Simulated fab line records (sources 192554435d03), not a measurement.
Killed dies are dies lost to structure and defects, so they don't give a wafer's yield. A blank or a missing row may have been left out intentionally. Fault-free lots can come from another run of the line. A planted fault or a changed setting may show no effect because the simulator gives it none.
Split-lot experiment | flow n5 finfet | 7 lots, 21 wafers read, on a route of 1938 steps

== THE SPLIT ITSELF ==
At N5_FIN_SAQP_ALD_61 (deposits SiO2, target thk 4 nm, pulse time 1 s, purge time 2 s), the setting ald cycles was moved away from the recipe's 43 on 6 of the 21 wafers read, by +4.7% to +7.0%. This setting was run at the recipe's value on the other wafers.

Reading taken at the split's own step.

== THE READING ==
SiO2_of_FIN_SAQP_ALD_61.thk nm (the simulator's own value, which no gauge read), in nm, at N5_FIN_SAQP_ALD_61 (deposits SiO2, target thk 4 nm, pulse time 1 s, purge time 2 s). The file does not state a usual value for it. The 15 wafers here that ran the recipe average 4.023 nm, standard deviation 0.028 nm.

wafer  | tool, chamber at the split | ald cycles as run | against the recipe | SiO2_of_FIN_SAQP_ALD_61.thk nm, nm | against lot-mates on the recipe
L076.3 | ald sin-04, 2              | 43                | recipe             | 4.013                              | -
L076.4 | ald sin-04, 0              | 43                | recipe             | 4.05                               | -
L076.5 | ald sin-04, 1              | 43                | recipe             | 3.967                              | -
L079.1 | ald sin-01, 1              | 45                | +4.7%              | 4.191                              | +0.157
L079.3 | ald sin-01, 0              | 43                | recipe             | 4.034                              | -
L079.5 | ald sin-01, 0              | 45                | +4.7%              | 4.206                              | +0.172
L084.1 | ald sin-04, 3              | 43                | recipe             | 4.023                              | -
L084.2 | ald sin-04, 1              | 43                | recipe             | 3.99                               | -
L084.4 | ald sin-04, 2              | 43                | recipe             | 4.04                               | -
L085.2 | ald sin-01, 3              | 43                | recipe             | 4.034                              | -
L085.3 | ald sin-01, 0              | 43                | recipe             | 4.027                              | -
L085.4 | ald sin-01, 2              | 43                | recipe             | 4.008                              | -
L086.2 | ald sin-02, 1              | 46                | +7.0%              | 4.284                              | +0.306
L086.3 | ald sin-02, 2              | 43                | recipe             | 3.978                              | -
L086.6 | ald sin-02, 1              | 46                | +7.0%              | 4.298                              | +0.320
L089.1 | ald sin-04, 0              | 43                | recipe             | 4.076                              | -
L089.3 | ald sin-04, 2              | 43                | recipe             | 4.044                              | -
L089.5 | ald sin-04, 2              | 43                | recipe             | 4.051                              | -
L092.1 | ald sin-01, 0              | 46                | +7.0%              | 4.287                              | +0.281
L092.3 | ald sin-01, 2              | 46                | +7.0%              | 4.282                              | +0.276
L092.4 | ald sin-01, 1              | 43                | recipe             | 4.006                              | -

THE FIT
A straight line over all 21 wafers: SiO2_of_FIN_SAQP_ALD_61.thk nm changes by +0.038 nm for each +1% of ald cycles; r = +0.98; the points scatter about the line by 0.026 nm.
The same after taking each lot's own level away (the mean of its wafers on the recipe; 21 wafers): +0.0413 nm for each +1%; r = +0.99; scatter 0.022 nm.
The reading moves by 0.29 nm for the largest change in ald cycles, on that fit.
From 3.9780 to 4.0570 nm: that is the span of the lots' own levels, equal to 2.8 times the standard deviation above.
Hence the lot-to-lot level has little effect on the slope; both slopes agree.
Check: with one of the wafers moved furthest among these (+7.0%) left out of the fit, the line predicts +0.282 nm for it against its lot-mates. It came out at +0.306 nm against them.

== THE FILE'S OWN FIT ==
SiO2_of_FIN_SAQP_ALD_61.thk nm changes by +0.0411 nm for each +1% of ald cycles, r = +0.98.
